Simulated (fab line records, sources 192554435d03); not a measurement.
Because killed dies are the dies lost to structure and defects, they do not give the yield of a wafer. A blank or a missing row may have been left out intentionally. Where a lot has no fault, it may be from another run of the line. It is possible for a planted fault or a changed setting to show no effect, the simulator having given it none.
Comparing a struck lot with a sound one -- flow n5-finfet -- 38 out of 1938 route steps
Sound: wafers L434.3, L434.4, L434.5. Struck: wafer L447.6 (left out: L447.3, L447.4 of the same lot, which were not struck); the cause appears at the end.
Order at every step that has rows: each side's tool, ch and its chambers, its first start. Under that, the readings that differ: sound wafers -- struck wafers -- difference of the means -- sigmas: that difference in standard deviations of wafers without a fault.
alike: same words and numbers on both sides, and readings whose means sit less than 2 such deviations apart. not compared: any withheld reading, any reading some wafer has no value for, any bound like >300 that may hide the same value, and any number with overlapping values for which the record gives no deviation.
Wherever a step has rows on one side only, a row that says differs or no value, or a row with sigmas, the two part there. Non-overlapping numbers with no deviation appear without sigmas and do not part them. A reading missing from all wafers of one side parts the sides only when that side holds two or more wafers.

first, 9 steps without rows for these wafers: N5_BEOL_M6_COAT_60 (time 60 s, resist thk 35 nm); N5_BEOL_M6_COAT_05 (resist thk 90 nm); N5_BEOL_M6_EBR_07; N5_BEOL_M6_SOFTBAKE_06 (time 60 s); N5_BEOL_M6_EXPOSE_08 (exposes mask M6); N5_BEOL_M6_PEB_09 (peb time 60 s); N5_BEOL_M6_DEVELOP_10 (develop time 30 s); N5_BEOL_M6_DESCUM_16 (chemistry O2, time 7.9 s); N5_BEOL_M6_ETCH_61 (etches SiARC in CF4, target depth 45.5 nm, time 75.8 s).
N5_BEOL_M6_ETCH_62: etches SOC in N2/H2, target depth 110 nm, overetch 22 nm, time 165 s.
  sound on rie-diel-04 ch 0,2,3, day 10 11:45; struck on rie-diel-04 ch 0, day 13 19:11
reading,sound,struck,difference,sigmas
oes-product-au (a.u.),0.73 0.60 0.81,0.55,-0.16,-3
model.SiARC_of_BEOL_M6_COAT_60.thk-nm (nm),28.6 28.2 27.8,21.6,-6.6,
model.BEOL_M6.cd-offset-nm (nm),0.6 0.2 0,2.2,+1.9,
  alike: drypump-motor-current-A, rf-vpp-V, showerhead-plenum-p-Torr, throttle-valve-pct
  not compared: rf-hours-counter-h
then, 2 steps without rows for these wafers: N5_BEOL_M6_STRIP_68 (strips in N2/H2); N5_BEOL_M6_STRIP_67 (strips in CF4).
N5_BEOL_M6_HM_OPEN_17: chemistry Cl2/BCl3, target TiN, target depth 20 nm, overetch 6 nm.
  sound on rie-metal-01 ch 0,1, day 10 11:58; struck on rie-metal-03 ch 1, day 13 19:23
reading,sound,struck,difference,sigmas
mfc-cl2-sccm (sccm),53.25 53.33 53.20,52.81,-0.45,-3
oes-product-au (a.u.),0.68 0.60 0.68,0.36,-0.29,-6
throttle-valve-pct (%),22.21 22.34 22.20,22.86,+0.61,+5
model.etch.depth-nm (nm),19.76 19.85 19.92,4.553,-15.290,
model.BEOL_M6.cd-offset-nm (nm),0.4 0.2 0,2.2,+2.0,
  alike: drypump-motor-current-A
  not compared: rf-hours-counter-h
then, 1 step without rows for these wafers: N5_BEOL_M6_STRIP_19 (strips in O2).
N5_BEOL_M6_CD_MEAS_18: pitch 80 nm, target cd 40 nm.
  struck on cd-sem-01, day 13 19:33; sound on cd-sem-03, day 10 12:07
reading,sound,struck,difference,sigmas
cd-nm (nm),40.8 40.5 39.7,42.9,+2.6,+3
then, 21 steps without rows for these wafers: N5_BEOL_M6_COAT_63 (time 60 s, resist thk 60 nm); N5_BEOL_M6_COAT_64 (time 60 s, resist thk 12 nm); N5_BEOL_M6_COAT_71 (time 60 s, resist thk 5 nm); N5_BEOL_M6_COAT_22 (resist thk 30 nm); N5_BEOL_M6_EBR_24; N5_BEOL_M6_SOFTBAKE_23 (time 60 s); N5_BEOL_M6_EXPOSE_25 (exposes mask V5, target cd 40 nm); N5_BEOL_M6_PEB_26 (peb time 60 s); N5_BEOL_M6_DEVELOP_27 (develop time 30 s); N5_BEOL_M6_DESCUM_33 (chemistry O2, time 7 s); N5_BEOL_M6_ETCH_72 (etches underlayer in N2/H2, target depth 6.5 nm, time 5.2 s); N5_BEOL_M6_ETCH_65 (etches SiARC in CF4, target depth 15.6 nm, time 26 s); N5_BEOL_M6_ETCH_66 (etches SOC in N2/H2, target depth 80 nm, overetch 16 nm, time 120 s); N5_BEOL_M6_STRIP_69 (strips in N2/H2); N5_BEOL_M6_STRIP_73 (strips in N2/H2); N5_BEOL_M6_VIA_ETCH_34 (etches SiCOH lowk in C4F6/O2, target depth 126.3 nm, time 50.9 s); N5_BEOL_M6_STRIP_76 (strips in C4F6/O2); N5_BEOL_M6_STRIP_36 (strips in N2/H2); N5_BEOL_M6_TRENCH_ETCH_37 (etches SiCOH lowk in C4F6/O2, target depth 94.435 nm, time 31.5 s); N5_BEOL_M6_ETCH_41 (etches SiCN in CH3F/O2, target depth 29.7 nm, time 52 s); N5_BEOL_M6_STRIP_80 (strips in N2/H2, time 10 s).
-- the record jumps here: 4 days lie between the struck wafers' starts before and after (it left off in module BEOL_M6 and takes up again in module BEOL_M15, whose first step shown is number 1830 of the route) --
N5_BEOL_M15_RC_MEAS_101:
  sound on prober-02 ch 0, day 13 17:30; struck on prober-02 ch 0, day 17 10:46
reading,sound,struck,difference,sigmas
COMB_M13 (S/m),5.3e-12 5e-12 5e-12,8.7e-12,+3.6e-12,+4
COMB_M7 (S/m),3e-11 2.2e-11 2.1e-11,3.6e-11,+1.2e-11,+2
SERP_M12 (ohm/um),0.680 0.612 0.621,0.578,-0.060,-3
SERP_M6 (ohm/um),14.6 13.2 13.1,11.8,-1.8,-2
SERP_M6_max_site (ohm/um),15.4 13.7 14.4,12.2,-2.3,-3
SERP_M7 (ohm/um),13.9 13.9 13.3,16.1,+2.4,+3
  alike: COMB_M10, COMB_M11, COMB_M12, COMB_M14, COMB_M15, COMB_M15_max_site, COMB_M5, COMB_M5_max_site, COMB_M6, COMB_M8, COMB_M9, SERP_M10, SERP_M11, SERP_M11_max_site, SERP_M13, SERP_M14, SERP_M14_max_site, SERP_M5, SERP_M8, SERP_M8_max_site, SERP_M9
N5_PASSIVATION_PROBE_49:
  struck on prober-02, day 18 05:02; sound on prober-01, day 14 05:33
reading,sound,struck,difference,sigmas
defect-limited-yield (%),90.5 93.1 91.5,87.5,-4.2,-3
killed_at_M0_to_M3,35 36 31,64,+30,+3
killed-dies,112 82 100,148,+50,+3
killed-open,74 43 62,83,+23,+2
killed-short,35 39 38,63,+26,+3
sort_bin_6_memory (%),2.8 2.5 2.7,5.8,+3.1,+4
sort-n-pass,1068 1096 1080,1032,-49,-2
sort-yield-pct (%),90.5 92.9 91.5,87.5,-4.1,-2
  alike: killed_at_M4_up, killed-at-contacts, killed-at-front-end, killed-at-other, sort_bin_4_leakage, sort_bin_5_function, sort_bin_8_speed

WHERE THEY PART
Last at N5_PASSIVATION_PROBE_49 as far as this record goes, first at N5_BEOL_M6_ETCH_62.

WHY: what the simulator had put in
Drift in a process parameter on rie-diel-04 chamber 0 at N5_BEOL_M6_ETCH_62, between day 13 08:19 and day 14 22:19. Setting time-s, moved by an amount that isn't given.
